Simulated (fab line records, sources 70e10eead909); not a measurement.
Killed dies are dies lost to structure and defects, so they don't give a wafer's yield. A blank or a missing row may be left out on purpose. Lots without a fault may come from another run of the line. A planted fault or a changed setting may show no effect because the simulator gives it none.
Chamber matching | flow nand_harc | NHARC_A_STAIRCASE_DEP_325 on pecvd-01: 3 sister chambers
The step deposits SiO2, target thk 7200 nm. 3 wafers are shown with their chamber, then 8 later ones without.

WAFERS WITH THEIR CHAMBER
wafer  | chamber | rf_fwd_power_W (W)
L088.4 | 1       | 498.9
L091.4 | 2       | 498.2
L093.4 | 0       | 501.9

WAFERS WITHOUT THEIR CHAMBER
wafer  | rf_fwd_power_W (W)
L093.5 | 499.3
L093.6 | 498.7
L092.4 | 500.0
L092.5 | 500.7
L092.6 | 500.5
L095.2 | 500.7
L095.5 | 500.5
L095.6 | 501.4

WHICH CHAMBER EACH WENT THROUGH
wafer  | from the rows above          | in truth
L093.5 | can't be placed: 1 or 2      | 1
L093.6 | can't be placed: 1 or 2      | 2
L092.4 | can't be placed: 1 or 2 or 0 | 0
L092.5 | can't be placed: 0 or 1 or 2 | 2
L092.6 | can't be placed: 0 or 1 or 2 | 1
L095.2 | can't be placed: 0 or 1 or 2 | 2
L095.5 | can't be placed: 0 or 1 or 2 | 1
L095.6 | can't be placed: 0 or 1      | 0
Placed correctly: 0 of 8. Can't be placed from these rows: 8 (the true chamber is among the candidates in 8). Placed wrongly: 0.
How it was worked out, from the rows above alone: a wafer's distance from a chamber is the root of the sum, over the readings, of the square of ((its reading less the chamber's mean) divided by the reading's scatter). The wafer belongs to the nearest chamber; if the next one is less than 2 further off, it can't be placed. A chamber's mean is the mean of its shown wafers. The scatter: with one shown wafer a chamber, the root of the mean of the squares of how far each hidden wafer lies from its nearest shown one.
